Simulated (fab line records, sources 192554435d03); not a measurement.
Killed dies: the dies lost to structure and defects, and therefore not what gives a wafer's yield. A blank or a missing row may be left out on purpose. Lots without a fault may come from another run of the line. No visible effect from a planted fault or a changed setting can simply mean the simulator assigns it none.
Chamber matching :: flow n5 finfet :: 4 sister chambers for N5_MOL_CONTACT_COAG_ETCH_15 on rie diel-04
The step etches SiNx in CH3F/O2, stops on Si:P, target depth 7 nm. 4 wafers are shown with their chamber, then 8 later ones without.

WAFERS, EACH WITH ITS CHAMBER
wafer: L129.2
chamber: 0
drypump motor current A (A): 6.8

wafer: L134.1
chamber: 1
drypump motor current A (A): 6.1

wafer: L134.6
chamber: 2
drypump motor current A (A): 6.2

wafer: L145.2
chamber: 3
drypump motor current A (A): 5.3

WAFERS WITH NO CHAMBER GIVEN
wafer: L145.3
drypump motor current A (A): 6.8

wafer: L145.6
drypump motor current A (A): 5.3

wafer: L146.1
drypump motor current A (A): 6.0

wafer: L146.3
drypump motor current A (A): 5.3

wafer: L146.4
drypump motor current A (A): 6.8

wafer: L147.3
drypump motor current A (A): 5.3

wafer: L147.5
drypump motor current A (A): 6.1

wafer: L147.6
drypump motor current A (A): 5.3

CHAMBER TAKEN BY EACH
wafer: L145.3
from the rows above: 0
in truth: 0

wafer: L145.6
from the rows above: 3
in truth: 3

wafer: L146.1
from the rows above: 1
in truth: 1

wafer: L146.3
from the rows above: 3
in truth: 3

wafer: L146.4
from the rows above: 0
in truth: 0

wafer: L147.3
from the rows above: 3
in truth: 3

wafer: L147.5
from the rows above: 1
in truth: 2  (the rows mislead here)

wafer: L147.6
from the rows above: 3
in truth: 3
Correctly placed: 7 of 8. Number that these rows cannot place: 0. Wrongly placed: 1.
How it was worked out, from the rows above alone: a wafer's distance from a chamber is the root of the sum, over the readings, of the square of ((its reading less the chamber's mean) divided by the reading's scatter). If the next closest chamber is less than 2 further off than the closest, the wafer can't be placed; otherwise it belongs to the closest. The mean given for a chamber averages the wafers shown for that chamber. The scatter: with one shown wafer a chamber, the root of the mean of the squares of how far each hidden wafer lies from its nearest shown one.
